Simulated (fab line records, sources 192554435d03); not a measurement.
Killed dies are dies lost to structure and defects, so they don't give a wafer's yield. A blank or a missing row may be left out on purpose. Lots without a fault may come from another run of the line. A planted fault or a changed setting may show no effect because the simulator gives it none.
fab line records | flow n5_finfet
record lots=7 wafers=39
route steps=1938 shown DUMMY_GATE@228 SD_EPI_P@321 SD_ACTIVATION@330 HKMG_FIN@402
start_h: hours from the record's first day to the start of the lot's first wafer shown | wait_h: hours since the lot's step before | " the same as in the row above | L1.1+2: a row that stands for several wafers | - no value, or no start given | * or withheld: withheld | < > ~ a bound
route shown NAME@n: a module of which the file shows steps, and the number in the route of the first | usual: mean/standard deviation of fault-free wafers | same: alike in all rows | chamber/n: place in a boat | sites: the reading at each site | _std_site: their standard deviation | _edge_site: outer sites' mean less inner sites' | radius_mm: how far each site lies from the wafer's centre | mask NAME#n: copy n | behind: the tool/chamber that last shaped the wafer | hold: why the lot was held/for how many hours/how that ended | device: the transistor (n, p or np) that didn't switch | end of line: the same wafers' tests at the end of the route | a step without rows: its recipe alone | killed: dies lost to structure and defects at the first sort, not the wafer's yield | map: a wafer's dies, x killed, . not, _ none there
set.NAME: the setting as run; set.NAME@STEP: as run at that earlier step | model.NAME: the simulator's own value behind a step, which no gauge read
lots whose settings were changed on purpose; a table a step, a row a wafer
## steps
# step N5_DUMMY_GATE_EXPOSE_12
# recipe mask_id=GATE na=0.33 source_shape=annular sigma_inner=0.2 sigma_outer=0.6 polarization=unpolarized target_cd_nm=25 dose_mj=34
# columns lot.wafer tool chamber start_h wait_h mask set.dose_mj
L076.1+4+5 euv_scanner-01 0 57.98 - GATE#0 34
L076.2+3+6 " 0 " " GATE#0 31.33
L079.1+4+6 euv_scanner-01 0 75.25 - GATE#0 35.83
L079.2+3+5 " 0 " " GATE#0 34
L084.1+2+3+4+5+6 euv_scanner-02 0 106.23 - GATE#0 34
L086.1+2+3+4+5+6 euv_scanner-02 0 119.21 - GATE#0 34
L090.1+2+5 euv_scanner-01 0 145.47 - GATE#0 34
L092.1+3+4 euv_scanner-02 0 153.29 - GATE#0 34
L092.2+5+6 " 0 " " GATE#0 33.06
L096.1+4+6 euv_scanner-02 0 177.26 - GATE#0 34
L096.2+3+5 " 0 " " GATE#0 32.12
# step N5_DUMMY_GATE_PEB_13
# recipe peb_temp_c=100 peb_time_s=60 resist=CAR-EUV
# step N5_DUMMY_GATE_DEVELOP_14
# recipe develop_time_s=30 developer=TMAH resist=CAR-EUV rinse_liquid=surfactant_rinse dry=air_spin dev_temp_c=23
# step N5_DUMMY_GATE_CD_MEAS_15
# recipe target_cd_nm=25.8 landing_energy_ev=500 detector=se_inlens
# usual cd_nm=24.99/0.2
# columns lot.wafer tool chamber start_h wait_h set.dose_mj@DUMMY_GATE_EXPOSE_12 cd_nm
L076.1 cd_sem-02 0 58.11 - 34 25.10
L076.2 " 0 " " 31.33 26.46
L076.3 " 0 " " 31.33 26.49
L076.4 " 0 " " 34 25.04
L076.5 " 0 " " 34 24.94
L076.6 " 0 " " 31.33 26.90
L079.1 cd_sem-02 0 75.37 - 35.83 23.88
L079.2 " 0 " " 34 24.84
L079.3 " 0 " " 34 24.88
L079.4 " 0 " " 35.83 23.78
L079.5 " 0 " " 34 24.81
L079.6 " 0 " " 35.83 23.96
L084.1 cd_sem-03 0 106.36 - 34 25.19
L084.2 " 0 " " 34 25.17
L084.3 " 0 " " 34 25.06
L084.4 " 0 " " 34 24.98
L084.5 " 0 " " 34 25.07
L084.6 " 0 " " 34 25.20
L086.1 cd_sem-03 0 119.33 - 34 25.20
L086.2 " 0 " " 34 24.96
L086.3 " 0 " " 34 24.78
L086.4 " 0 " " 34 25.03
L086.5 " 0 " " 34 24.88
L086.6 " 0 " " 34 25.24
L090.1 cd_sem-03 0 145.60 - 34 25.01
L090.2 " 0 " " 34 25.03
L090.5 " 0 " " 34 24.82
L092.1 cd_sem-01 0 153.42 - 34 25.10
L092.2 " 0 " " 33.06 26.03
L092.3 " 0 " " 34 25.38
L092.4 " 0 " " 34 25.05
L092.5 " 0 " " 33.06 25.96
L092.6 " 0 " " 33.06 25.74
L096.1 cd_sem-02 0 177.39 - 34 25.02
L096.2 " 0 " " 32.12 26.24
L096.3 " 0 " " 32.12 26.05
L096.4 " 0 " " 34 24.99
L096.5 " 0 " " 32.12 25.88
L096.6 " 0 " " 34 24.99
# step N5_DUMMY_GATE_STRIP_38
# recipe chemistry=N2/H2 temp_c=40 n2_flow_sccm=200 h2_flow_sccm=200 rf_frequency_hz=6e+07
# step N5_DUMMY_GATE_STRIP_39
# recipe chemistry=N2/H2 temp_c=40 n2_flow_sccm=200 h2_flow_sccm=200 rf_frequency_hz=6e+07
# step N5_DUMMY_GATE_TRIM_49
# recipe chemistry=O2 resist=SOC time_s=29 target_cd_nm=14 source_power_w=300 bias_power_w=0 O2_flow_sccm=100 temp_c=20
# columns lot.wafer tool chamber start_h wait_h set.dose_mj@DUMMY_GATE_EXPOSE_12 model.DUMMY_GATE.cd_nm
L076.1 rie_si-05 1 58.46 0.0 34 13.6
L076.2 " 3 " " 31.33 15.8
L076.3 " 2 " " 31.33 15.6
L076.4 " 0 " " 34 14.4
L076.5 " 1 " " 34 14.2
L076.6 " 2 " " 31.33 15.4
L079.1+6 rie_si-04 0,3 75.73 0.0 35.83 12.8
L079.2 " 1 " " 34 14
L079.3 " 2 " " 34 13.6
L079.4 " 3 " " 35.83 13
L079.5 " 0 " " 34 13.8
L084.1 rie_si-05 0 106.71 0.0 34 14
L084.2+3+5+6 " 1,3,2,3 " " 34 13.8
L084.4 " 2 " " 34 14.2
L086.1 rie_si-02 3 119.69 0.0 34 13.8
L086.2+5+6 " 1,2,1 " " 34 14
L086.3+4 " 2,0 " " 34 14.2
L090.1 rie_si-05 3 146.37 0.0 34 14
L090.2+5 " 2,1 " " 34 14.4
L092.1+4 rie_si-04 3,0 154.18 0.0 34 14.2
L092.2+5+6 " 1,0,3 " " 33.06 15
L092.3 " 2 " " 34 14.4
L096.1+6 rie_si-04 2 177.75 0.0 34 13.6
L096.2 " 1 " " 32.12 15
L096.3 " 3 " " 32.12 14.8
L096.4 " 0 " " 34 13.8
L096.5 " 3 " " 32.12 14.6
# step N5_DUMMY_GATE_STRIP_40
# recipe chemistry=CF4 resist=SiARC power_w=300 bias_power_w=75 pressure_mtorr=50 cf4_flow_sccm=150 rf_frequency_hz=6e+07
# step N5_DUMMY_GATE_CD_MEAS_50
# recipe target_cd_nm=14
# usual cd_nm=13.93/0.27
# columns lot.wafer tool chamber start_h wait_h set.dose_mj@DUMMY_GATE_EXPOSE_12 cd_nm
L076.1 cd_sem-03 - 58.61 0.0 34 13.71
L076.2 " - " " 31.33 16.00
L076.3 " - " " 31.33 15.48
L076.4 " - " " 34 14.59
L076.5 " - " " 34 14.33
L076.6 " - " " 31.33 15.00
L079.1 cd_sem-01 - 75.88 0.0 35.83 12.69
L079.2 " - " " 34 13.78
L079.3 " - " " 34 13.62
L079.4 " - " " 35.83 13.10
L079.5 " - " " 34 13.72
L079.6 " - " " 35.83 12.90
L084.1 cd_sem-01 - 106.92 0.0 34 14.15
L084.2 " - " " 34 13.89
L084.3 " - " " 34 13.73
L084.4 " - " " 34 13.99
L084.5 " - " " 34 13.59
L084.6 " - " " 34 13.75
L086.1 cd_sem-01 - 119.84 0.0 34 13.72
L086.2 " - " " 34 13.97
L086.3 " - " " 34 14.00
L086.4 " - " " 34 14.17
L086.5 " - " " 34 14.06
L086.6 " - " " 34 13.79
L090.1 cd_sem-01 - 146.52 0.0 34 14.02
L090.2 " - " " 34 14.29
L090.5 " - " " 34 14.58
L092.1 cd_sem-02 - 154.33 0.0 34 14.31
L092.2 " - " " 33.06 15.28
L092.3 " - " " 34 14.34
L092.4 " - " " 34 13.95
L092.5 " - " " 33.06 14.73
L092.6 " - " " 33.06 14.76
L096.1 cd_sem-02 - 177.90 0.0 34 13.57
L096.2 " - " " 32.12 15.01
L096.3 " - " " 32.12 14.99
L096.4 " - " " 34 13.37
L096.5 " - " " 32.12 14.73
L096.6 " - " " 34 13.61
# step N5_DUMMY_GATE_ETCH_31
# recipe chemistry=C4F6/O2 target=SiO2 mask_material=SOC target_depth_a=825 time_s=27.5 ion_energy_ev=250 pressure_mtorr=30 source_w=345 bias_w=185 Ar_flow_sccm=300 C4F6_flow_sccm=10 O2_flow_sccm=10
# step N5_DUMMY_GATE_STRIP_41
# recipe chemistry=O2 power_w=400 temp_c=40 pressure_mtorr=30 rf_frequency_hz=6e+07 bias_power_w=0 overash_fraction=0.3 o2_flow_sccm=225
# step N5_DUMMY_GATE_ETCH_32
# recipe chemistry=CF4 target=SiO2 target_depth_a=35 time_s=3.9 ion_energy_ev=350 pressure_mtorr=10 icp_w=800 bias_w=400 cf4_flow_sccm=80
# step N5_DUMMY_GATE_ETCH_23
# recipe chemistry=HBr/Cl2/O2 HBr_flow_sccm=150 Cl2_flow_sccm=80 O2_flow_sccm=12 bias_w=102 target_depth_a=410 time_s=22.3 target=poly-Si mask_material=SiO2 pressure_mtorr=10 icp_w=800
# step N5_DUMMY_GATE_ETCH_44
# recipe chemistry=HBr/O2 over_etch_frac=0.7 target_depth_a=1275 stop_on=SiO2 ion_energy_ev=60 bias_w=20 target=poly-Si mask_material=SiO2 pressure_mtorr=20 icp_w=400 HBr_flow_sccm=120 O2_flow_sccm=10
# columns lot.wafer tool chamber start_h wait_h set.dose_mj@DUMMY_GATE_EXPOSE_12 model.DUMMY_GATE.cd_nm
L076.1 rie_si-05 2 59.17 0.0 34 14.8
L076.2 " 0 " " 31.33 17
L076.3 " 3 " " 31.33 16.6
L076.4+5 " 1 " " 34 15.4
L076.6 " 2 " " 31.33 16.4
L079.1+6 rie_si-05 0,2 76.26 0.0 35.83 13.8
L079.2 " 2 " " 34 15
L079.3+5 " 1,3 " " 34 14.8
L079.4 " 3 " " 35.83 14
L084.1 rie_si-02 1 107.31 0.0 34 15.2
L084.2+3+5 " 3,0,1 " " 34 15
L084.4 " 2 " " 34 15.4
L084.6 " 0 " " 34 14.8
L086.1 rie_si-02 1 120.22 0.0 34 14.8
L086.2+4+6 " 3,2,1 " " 34 15.2
L086.3 " 0 " " 34 15.6
L086.5 " 0 " " 34 15
L090.1 rie_si-04 0 146.90 0.0 34 15
L090.2+5 " 1,3 " " 34 15.2
L092.1+4 rie_si-04 1,0 154.73 0.0 34 15.2
L092.2 " 3 " " 33.06 16
L092.3 " 2 " " 34 15.4
L092.5+6 " 0,3 " " 33.06 15.8
L096.1 rie_si-02 0 178.28 0.0 34 14.6
L096.2+3 " 1,3 " " 32.12 16
L096.4 " 2 " " 34 15
L096.5 " 1 " " 32.12 15.8
L096.6 " 0 " " 34 14.8
# step N5_DUMMY_GATE_CD_MEAS_24
# recipe target_cd_nm=15
# usual cd_nm=15.0/0.32
# columns lot.wafer tool chamber start_h wait_h set.dose_mj@DUMMY_GATE_EXPOSE_12 cd_nm
L076.1 cd_sem-01 - 59.28 0.1 34 14.9
L076.2 " - " " 31.33 16.9
L076.3 " - " " 31.33 16.4
L076.4 " - " " 34 15.4
L076.5 " - " " 34 15.4
L076.6 " - " " 31.33 16.4
L079.1 cd_sem-03 - 76.37 0.1 35.83 14.1
L079.2 " - " " 34 14.8
L079.3 " - " " 34 15.0
L079.4 " - " " 35.83 13.7
L079.5 " - " " 34 14.7
L079.6 " - " " 35.83 13.8
L084.1 cd_sem-01 - 107.42 0.1 34 15.2
L084.2 " - " " 34 15.0
L084.3 " - " " 34 15.2
L084.4 " - " " 34 15.5
L084.5 " - " " 34 14.7
L084.6 " - " " 34 14.9
L086.1 cd_sem-03 - 120.33 0.1 34 15.0
L086.2 " - " " 34 15.6
L086.3 " - " " 34 15.3
L086.4 " - " " 34 15.1
L086.5 " - " " 34 14.9
L086.6 " - " " 34 15.2
L090.1 cd_sem-03 - 147.01 0.1 34 15.0
L090.2 " - " " 34 15.2
L090.5 " - " " 34 15.2
L092.1 cd_sem-01 - 154.84 0.1 34 15.1
L092.2 " - " " 33.06 16.1
L092.3 " - " " 34 15.2
L092.4 " - " " 34 15.4
L092.5 " - " " 33.06 15.4
L092.6 " - " " 33.06 15.7
L096.1 cd_sem-01 - 178.39 0.1 34 14.6
L096.2 " - " " 32.12 15.9
L096.3 " - " " 32.12 16.1
L096.4 " - " " 34 15.1
L096.5 " - " " 32.12 15.8
L096.6 " - " " 34 15.0
# step N5_SD_EPI_P_EPI_21
# recipe material=SiGe:B dopant=B temp_c=550 pressure_torr=20 ambient=H2 time_s=355
# columns lot.wafer tool chamber start_h wait_h set.time_s model.SiGe-B_of_SD_EPI_P_EPI_21.thk_nm
L076.1 epi_rpcvd-01 0 66.67 0.1 355 61.6
L076.2 " 0 " " 424.6 69
L076.3 " 0 " " 355 61.8
L076.4 " 0 " " 424.6 69.2
L076.5 " 0 " " 355 60.6
L076.6 " 0 " " 424.6 69.4
L079.1+4 epi_rpcvd-01 0 83.54 0.1 355 60.4
L079.2+3 " 0 " " 355 59.8
L079.5+6 " 0 84.98 1.5 355 60.2
L084.1 epi_rpcvd-04 0 115.63 0.1 418.2 68.4
L084.2 " 0 " " 355 60.6
L084.3 " 0 " " 355 61.2
L084.4 " 0 " " 355 60.8
L084.5 " 0 " " 418.2 68.6
L084.6 " 0 " " 418.2 67.8
L086.1+4 epi_rpcvd-04 0 127.52 0.1 355 60.8
L086.2+5 " 0 " " 355 60.6
L086.3 " 0 " " 355 61.8
L086.6 " 0 129.32 1.8 355 61
L090.1 epi_rpcvd-02 0 156.01 0.1 355 60
L090.2 " 0 " " 355 61
L090.5 " 0 157.45 1.5 355 60.2
L092.1+6 epi_rpcvd-04 0 163.15 0.1 383.3 64.8
L092.2 " 0 " " 355 62.2
L092.3 " 0 " " 355 61.6
L092.4 " 0 " " 383.3 66
L092.5 " 0 " " 355 61.4
L096.1 epi_rpcvd-02 0 187.35 0.1 282.9 53.8
L096.2 " 0 " " 355 62
L096.3 " 0 " " 282.9 54
L096.4 " 0 " " 355 62.4
L096.5 " 0 " " 282.9 54.2
L096.6 " 0 " " 355 61.8
# step N5_SD_EPI_P_EPI_MEAS_23
# recipe mode=xrd
# usual thk_nm=60.9/1.1
# columns lot.wafer tool chamber start_h wait_h set.time_s@SD_EPI_P_EPI_21 thk_nm
L076.1 film_metro-02 - 68.86 1.8 355 61.7
L076.2 " - " " 424.6 69.3
L076.3 " - " " 355 61.5
L076.4 " - " " 424.6 70.0
L076.5 " - " " 355 62.3
L076.6 " - " " 424.6 70.7
L079.1 film_metro-01 - 85.74 1.8 355 60.2
L079.2 " - " " 355 59.5
L079.3 " - " " 355 59.9
L079.4 " - " " 355 61.5
L079.5 " - " " 355 57.5
L079.6 " - " " 355 59.9
L084.1 film_metro-01 - 117.83 1.8 418.2 67.8
L084.2 " - " " 355 59.5
L084.3 " - " " 355 62.1
L084.4 " - " " 355 61.9
L084.5 " - " " 418.2 68.8
L084.6 " - " " 418.2 66.8
L086.1 film_metro-01 - 129.73 1.9 355 60.2
L086.2 " - " " 355 58.6
L086.3 " - " " 355 60.5
L086.4 " - " " 355 60.7
L086.5 " - " " 355 59.8
L086.6 " - " " 355 59.9
L090.1 film_metro-01 - 158.20 1.8 355 62.7
L090.2 " - " " 355 60.5
L090.5 " - " " 355 59.1
L092.1 film_metro-02 - 165.34 1.8 383.3 63.5
L092.2 " - " " 355 61.2
L092.3 " - " " 355 62.4
L092.4 " - " " 383.3 64.4
L092.5 " - " " 355 62.2
L092.6 " - " " 383.3 65.7
L096.1 film_metro-01 - 189.56 1.9 282.9 53.5
L096.2 " - " " 355 62.4
L096.3 " - " " 282.9 53.8
L096.4 " - " " 355 61.2
L096.5 " - " " 282.9 52.6
L096.6 " - " " 355 62.9
# step N5_SD_EPI_P_HM_STRIP_48
# recipe chemistry=H3PO4 temp_c=160 material=SiNx target=SiNx target_depth_a=30 overetch_fraction=0.3
# step N5_SD_EPI_P_SRD_49
# recipe dry=ipa_marangoni time_s=30 temp_c=23 rinse_liquid=diw
# step N5_SD_ACTIVATION_RTA_00
# recipe temp_c=975 time_s=0 ambient=N2 idle_temp_c=600 ramp_up_c_per_s=150 ramp_down_c_per_s=60 cool_to_c=600
# step N5_SD_ACTIVATION_LSA_01
# recipe temp_c=1080 time_s=0.0008 ambient=N2
# step N5_SD_ACTIVATION_RS_MEAS_03
# recipe thk_meas_gauge=four-point-probe
# usual RS_SD_N=21.86/0.3 RS_SD_P=56.1/0.85
# columns lot.wafer tool chamber start_h wait_h set.time_s@SD_EPI_P_EPI_21 RS_SD_N[ohm/sq] RS_SD_P[ohm/sq]
L076.1 film_metro-01 - 69.49 0.2 355 21.51 55.1
L076.2 " - " " 424.6 21.26 49.3
L076.3 " - " " 355 21.62 55.4
L076.4 " - " " 424.6 21.53 49.2
L076.5 " - " " 355 21.54 56.5
L076.6 " - " " 424.6 21.42 49.3
L079.1 film_metro-02 - 86.35 0.2 355 21.90 56.9
L079.2 " - " " 355 22.00 58.1
L079.3 " - " " 355 21.97 57.8
L079.4 " - " " 355 22.06 56.6
L079.5 " - " " 355 21.61 57.4
L079.6 " - " " 355 21.93 57.2
L084.1 film_metro-02 - 118.43 0.2 418.2 22.40 50.0
L084.2 " - " " 355 22.03 56.5
L084.3 " - " " 355 21.81 55.4
L084.4 " - " " 355 21.70 56.2
L084.5 " - " " 418.2 21.60 49.8
L084.6 " - " " 418.2 21.79 50.2
L086.1 film_metro-02 - 130.42 0.2 355 22.27 56.5
L086.2 " - " " 355 22.08 57.1
L086.3 " - " " 355 22.64 54.9
L086.4 " - " " 355 22.01 56.4
L086.5 " - " " 355 22.11 56.6
L086.6 " - " " 355 22.36 55.8
L090.1 film_metro-01 - 158.91 0.2 355 22.04 57.4
L090.2 " - " " 355 22.23 56.2
L090.5 " - " " 355 22.28 57.3
L092.1 film_metro-02 - 166.05 0.2 383.3 22.08 52.4
L092.2 " - " " 355 22.06 54.6
L092.3 " - " " 355 22.18 55.4
L092.4 " - " " 383.3 21.84 51.8
L092.5 " - " " 355 21.77 54.5
L092.6 " - " " 383.3 21.83 52.3
L096.1 film_metro-02 - 190.17 0.2 282.9 21.81 63.5
L096.2 " - " " 355 21.96 55.2
L096.3 " - " " 282.9 21.74 63.8
L096.4 " - " " 355 22.06 55.2
L096.5 " - " " 282.9 22.04 63.5
L096.6 " - " " 355 22.09 55.6
# step N5_HKMG_FIN_ETCH_54
# recipe chemistry=CF4 target=SiARC target_depth_a=455 mask_material=CAR-ArF time_s=75.8 ion_energy_ev=80 pressure_mtorr=40 source_w=545 bias_w=36 Ar_flow_sccm=100 cf4_flow_sccm=100 ends=cleared
# usual etch_rf_on_time_s=75.6/1.3 rf_vpp_V=184.1/1.1
# columns lot.wafer tool chamber start_h wait_h set.source_w etch_rf_on_time_s rf_vpp_V
L076.1 rie_diel-01 1 82.32 0.0 627.8 66.6 176.0
L076.2 " 0 " " 545 75.6 183.4
L076.3 " 2 " " 627.8 69.0 176.2
L076.4 " 3 " " 627.8 64.8 174.9
L076.5 " 2 " " 545 77.7 185.1
L076.6 " 1 " " 545 75.5 183.0
L079.1 rie_diel-04 0 99.54 0.0 449.1 87.6 196.6
L079.2 " 3 " " 545 76.1 186.7
L079.3 " 2 " " 545 77.0 185.7
L079.4 " 1 " " 449.1 91.3 199.0
L079.5 " 3 " " 449.1 89.8 198.6
L079.6 " 0 " " 545 73.6 183.5
L084.1 rie_diel-03 2 132.82 0.0 545 74.3 185.3
L084.2 " 0 " " 545 77.6 182.4
L084.3 " 1 " " 545 75.6 182.1
L084.4 " 3 " " 545 74.1 182.5
L084.5 " 3 " " 545 74.6 182.6
L084.6 " 0 " " 545 76.6 183.0
L086.1 rie_diel-01 0 143.63 0.0 545 75.4 183.8
L086.2 " 2 " " 447.6 92.9 197.5
L086.3 " 1 " " 447.6 90.3 195.9
L086.4 " 3 " " 545 73.1 183.2
L086.5 " 2 " " 447.6 92.7 196.9
L086.6 " 1 " " 545 76.3 183.2
L090.1 rie_diel-01 0 171.76 0.0 545 75.5 183.3
L090.2 " 3 " " 545 73.7 182.8
L090.5 " 2 " " 545 76.7 183.0
L092.1 rie_diel-04 3 179.86 0.0 545 77.4 183.9
L092.2 " 2 " " 639.6 66.6 174.4
L092.3 " 0 " " 639.6 64.2 172.7
L092.4 " 2 " " 545 77.3 185.2
L092.5 " 0 " " 545 73.9 183.6
L092.6 " 3 " " 639.6 66.3 176.1
L096.1 rie_diel-04 2 203.34 0.0 497.3 83.8 191.7
L096.2 " 0 " " 497.3 80.3 189.2
L096.3 " 1 " " 545 76.4 184.5
L096.4 " 3 " " 497.3 83.2 191.2
L096.5 " 1 " " 545 76.5 183.9
L096.6 " 2 " " 545 77.1 183.9
# step N5_HKMG_FIN_ETCH_55
# recipe chemistry=N2/H2 target=SOC target_depth_a=2400 temp_c=40 time_s=300 ion_energy_ev=200 mask_material=SiARC pressure_mtorr=30 source_w=840 bias_w=150 n2_flow_sccm=200 h2_flow_sccm=200
# usual rf_vpp_V=524.4/2.7
# columns lot.wafer tool chamber start_h wait_h set.bias_w rf_vpp_V model.SiARC_of_HKMG_FIN_COAT_42.thk_nm
L076.1 rie_diel-01 1 82.37 0.0 162 549.1 19.8
L076.2 " 0 " " 150 521.2 21
L076.3 " 2 " " 150 523.3 21.8
L076.4 " 3 " " 162 547.6 19.2
L076.5 " 2 " " 150 524.1 21.6
L076.6 " 1 " " 162 550.1 19.6
L079.1 rie_diel-04 0 99.60 0.0 150 523.9 20.8
L079.2 " 3 " " 150 530.2 21
L079.3 " 2 " " 140 505.0 22.6
L079.4 " 1 " " 150 528.6 21.2
L079.5 " 3 " " 140 505.8 22.2
L079.6 " 0 " " 140 498.8 22
L084.1 rie_diel-03 2 132.88 0.0 150 528.5 21.4
L084.2 " 0 " " 150 521.2 21.6
L084.3 " 1 " " 172.6 572.0 19.2
L084.4 " 3 " " 150 521.0 21.2
L084.5 " 3 " " 172.6 569.1 18.6
L084.6 " 0 " " 172.6 570.3 19
L086.1 rie_diel-01 0 143.68 0.0 150 521.4 21
L086.2 " 2 " " 150 522.7 21.6
L086.3 " 1 " " 150 523.3 21
L086.4 " 3 " " 150 522.5 20.6
L086.5 " 2 " " 150 523.9 21.8
L086.6 " 1 " " 150 522.6 21.2
L090.1 rie_diel-01 0 171.81 0.0 150 521.2 21
L090.2 " 3 " " 150 521.6 20.6
L090.5 " 2 " " 150 523.1 21.6
L092.1 rie_diel-04 3 179.91 0.0 150 527.5 21.2
L092.2 " 2 " " 150 527.5 21.4
L092.3 " 0 " " 150 521.3 21
L092.4 " 2 " " 124.9 467.8 24.6
L092.5 " 0 " " 124.9 464.7 24
L092.6 " 3 " " 124.9 470.1 24.2
L096.1 rie_diel-04 2 203.39 0.0 173.7 578.0 18.6
L096.2 " 0 " " 150 521.3 20.6
L096.3 " 1 " " 150 527.8 20.8
L096.4 " 3 " " 150 528.2 21.2
L096.5 " 1 " " 173.7 578.1 18.2
L096.6 " 2 " " 173.7 576.3 18.6
## key
split step=N5_DUMMY_GATE_EXPOSE_12 setting=dose_mj stated=34 by=wafer
response step=N5_DUMMY_GATE_CD_MEAS_15 reading=cd_nm change=-0.198 per=1% r=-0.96
response step=N5_DUMMY_GATE_TRIM_49 reading=model.DUMMY_GATE.cd_nm change=-0.197 per=1% r=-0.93
response step=N5_DUMMY_GATE_CD_MEAS_50 reading=cd_nm change=-0.187 per=1% r=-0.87
response step=N5_DUMMY_GATE_ETCH_44 reading=model.DUMMY_GATE.cd_nm change=-0.193 per=1% r=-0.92
response step=N5_DUMMY_GATE_CD_MEAS_24 reading=cd_nm change=-0.177 per=1% r=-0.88
split step=N5_SD_EPI_P_EPI_21 setting=time_s stated=355 by=wafer
response step=N5_SD_EPI_P_EPI_21 reading=model.SiGe-B_of_SD_EPI_P_EPI_21.thk_nm change=+0.406 per=1% r=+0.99
response step=N5_SD_EPI_P_EPI_MEAS_23 reading=thk_nm change=* per=1% r=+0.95
response step=N5_SD_ACTIVATION_RS_MEAS_03 reading=RS_SD_P change=-0.359 per=1% r=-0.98
split step=N5_HKMG_FIN_ETCH_54 setting=source_w stated=545 by=wafer
response step=N5_HKMG_FIN_ETCH_54 reading=etch_rf_on_time_s change=* per=1% r=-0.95
response step=N5_HKMG_FIN_ETCH_54 reading=rf_vpp_V change=-0.66 per=1% r=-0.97
split step=N5_HKMG_FIN_ETCH_55 setting=bias_w stated=150 by=wafer
response step=N5_HKMG_FIN_ETCH_55 reading=rf_vpp_V change=+3.31 per=1% r=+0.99
response step=N5_HKMG_FIN_ETCH_55 reading=model.SiARC_of_HKMG_FIN_COAT_42.thk_nm change=-0.174 per=1% r=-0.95
